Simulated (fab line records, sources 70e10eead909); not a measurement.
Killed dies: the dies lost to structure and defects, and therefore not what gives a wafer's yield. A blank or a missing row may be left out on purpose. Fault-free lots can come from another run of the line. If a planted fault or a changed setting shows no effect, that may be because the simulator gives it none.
Matching of chambers	flow nandHarc	NHARC_P_ZERO_WELL_DESCUM_39 on rieDiel-07: 4 sister chambers
The step chemistry O2, time 3 s. 7 wafers are shown with their chamber, then 7 later ones without.

== WAFERS WITH THEIR CHAMBER ==
wafer	chamber	showerheadPlenumPTorr (Torr)	drypumpMotorCurrentA (A)
L809.1	2	2.07	5.7
L809.5	3	1.90	5.6
L810.6	1	1.83	6.7
L811.4	2	2.06	5.6
L811.5	0	1.85	6.2
L817.3	0	1.85	6.2
L817.4	1	1.82	6.7

== WAFERS MISSING THEIR CHAMBER ==
wafer	showerheadPlenumPTorr (Torr)	drypumpMotorCurrentA (A)
L817.5	1.82	6.7
L819.1	1.89	5.6
L819.2	2.06	5.7
L819.6	1.89	5.6
L822.1	1.89	5.6
L822.3	2.05	5.7
L822.4	1.82	6.7

== EACH ONE'S CHAMBER ==
wafer	from the rows above	in truth
L817.5	1	1
L819.1	3	3
L819.2	2	2
L819.6	3	3
L822.1	3	3
L822.3	2	2
L822.4	1	1
Placed correctly: 7 of 7. Number that these rows cannot place: 0. Wrongly placed: 0.
How it was worked out, from the rows above alone: a wafer's distance from a chamber is the root of the sum, over the readings, of the square of ((its reading less the chamber's mean) divided by the reading's scatter). The wafer belongs to the nearest chamber; if the next one is less than 2 further off, it can't be placed. A chamber's mean is the mean of its shown wafers. How the scatter is found: for the shown wafers, subtract from each reading the mean of its chamber, square and add these, divide the total by (wafers less chambers), then take the root.
